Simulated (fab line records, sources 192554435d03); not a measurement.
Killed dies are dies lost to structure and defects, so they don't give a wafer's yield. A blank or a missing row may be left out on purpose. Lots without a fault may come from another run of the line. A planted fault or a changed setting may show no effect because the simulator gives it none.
Problem report in the 8D (eight disciplines) form, filled by code | flow n5_finfet | the parts of the form that need people (team, actions taken, sign-off) are left out

1. THE PROBLEM
trench_depth_nm at N5_BEOL_M5_OCD_MEAS_38 reads a mean of 30.7 nm on 4 wafers of 3 lots; wafers without a fault read 71.1 nm with a standard deviation of 2. That is -20 standard deviations from the usual mean.
First seen on wafer L866.2, day 10 16:14, on ocd-01. The record holds 20 wafers of 8 lots with a number at this step. Rule for "out", or "out of limits": more than 4 standard deviations from the usual mean. The other wafers with a number count as sound.

2. WHAT IT IS AND WHAT IT IS NOT
question                    | is                             | is not
which readings at this step | trench_depth_nm                | -
which lots                  | L866, L869, L870               | L860, L861, L873, L875, L882
which wafers of those lots  | L866.2, L869.1, L870.1, L870.2 | L866.5, L869.4
read on which gauges        | ocd-01                         | ocd-02
when                        | from day 10 16:14              | up to then (7 sound wafers); but 9 sound wafers of L869, L873, L875, L882 came after

3. SUSPECTS, AND WHAT RULES EACH OUT
Counting: a tool at a process step up to the reading stays a suspect if it ran every lot that is out. Sound lots after the first of them don't rule it out here, since some wafers of a struck lot are sound.
- the gauge at N5_BEOL_M5_OCD_MEAS_38: ruled out. All the wafers that are out were read on ocd-01, but those of them that N5_BEOL_M5_TRENCH_ETCH_37 has rows for are out there too, on other tools.
- rie_diel-06 at N5_BEOL_M5_DESCUM_33 (chemistry O2, time 7 s): kept. It ran every lot that is out, first L866 (day 10 15:49); its last sound lot up to then is L861 (day 9 02:00).
- rie_diel-06 at N5_BEOL_M5_STRIP_36 (strips in N2/H2): kept. It ran every lot that is out, first L866 (day 10 16:02); its last sound lot up to then is L861 (day 9 02:13).
- rie_diel-06 at N5_BEOL_M5_TRENCH_ETCH_37 (etches SiCOH lowk in C4F6/O2, target depth 71.652 nm, time 24.7 s): kept. It ran every lot that is out, first L866 (day 10 16:04); its last sound lot up to then is L861 (day 9 02:16). Its own readings are out on those wafers: run_length_s.
Left after counting: rie_diel-06 at N5_BEOL_M5_DESCUM_33, rie_diel-06 at N5_BEOL_M5_STRIP_36, rie_diel-06 at N5_BEOL_M5_TRENCH_ETCH_37.

4. THE CAUSE (what the simulator had put in)
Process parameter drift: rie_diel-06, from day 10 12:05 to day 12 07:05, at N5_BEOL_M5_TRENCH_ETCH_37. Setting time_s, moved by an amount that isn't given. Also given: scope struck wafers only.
Counting left 3 suspects, and this tool is among them.

5. THE CHAIN OF EFFECTS, in route order
Each row: a reading whose mean over the struck wafers that have a number lies more than 3 standard deviations from the usual. Only readings for which the record gives a usual standard deviation are gone through. hours: the time from each lot's start at the first step in this table that gives one to its start at this step, as a median over the lots. sigmas: the change in usual standard deviations.
hours | step                      | reading              | usual        | on struck wafers | change | sigmas
0     | N5_BEOL_M5_TRENCH_ETCH_37 | run_length_s         | 48.1 s       | 33.9             | -14.2  | -36
0     | N5_BEOL_M5_OCD_MEAS_38    | trench_depth_nm      | 71.1 nm      | 30.7             | -40.4  | -20
7     | N5_BEOL_M5_THK_MEAS_53    | M5_THK               | 61.5 nm      | 21.1             | -40.4  | -18
7     | N5_BEOL_M5_RS_MEAS_57     | M5_RS                | 0.393 ohm/sq | 1.599            | +1.206 | +67
94    | N5_PASSIVATION_PROBE_49   | defect_limited_yield | 91.7 %       | 0.7              | -91.0  | -65
94    | N5_PASSIVATION_PROBE_49   | killed_at_M4_up      | 13           | 1097             | +1084  | +99 or more
94    | N5_PASSIVATION_PROBE_49   | killed_dies          | 98           | 1172             | +1074  | +67
94    | N5_PASSIVATION_PROBE_49   | killed_on_rim        | 13           | 150              | +136   | +32
94    | N5_PASSIVATION_PROBE_49   | sort_bin_5_function  | 4.9 %        | 96.5             | +91.5  | +95
94    | N5_PASSIVATION_PROBE_49   | sort_n_pass          | 1080         | 8                | -1072  | -47
94    | N5_PASSIVATION_PROBE_49   | sort_yield_pct       | 91.5 %       | 0.7              | -90.8  | -48
The process steps in it:
- N5_BEOL_M5_TRENCH_ETCH_37: etches SiCOH lowk in C4F6/O2, target depth 71.652 nm, time 24.7 s.
- N5_PASSIVATION_PROBE_49

6. WHAT WOULD HAVE CAUGHT IT SOONER
In this record the first reading out of limits at a measuring or inspecting step was taken at day 10 16:14, 4 hours after the fault began at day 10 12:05.
The tool's own readings at N5_BEOL_M5_TRENCH_ETCH_37 were out on every struck wafer that the step has a row for (run_length_s): an alarm limit on them would have fired on the first of those.
Of the lots that are out (3), L869, L870 began N5_BEOL_M5_TRENCH_ETCH_37 on rie_diel-06 after day 10 16:14. A hold on the tool at that time would have spared those 2.
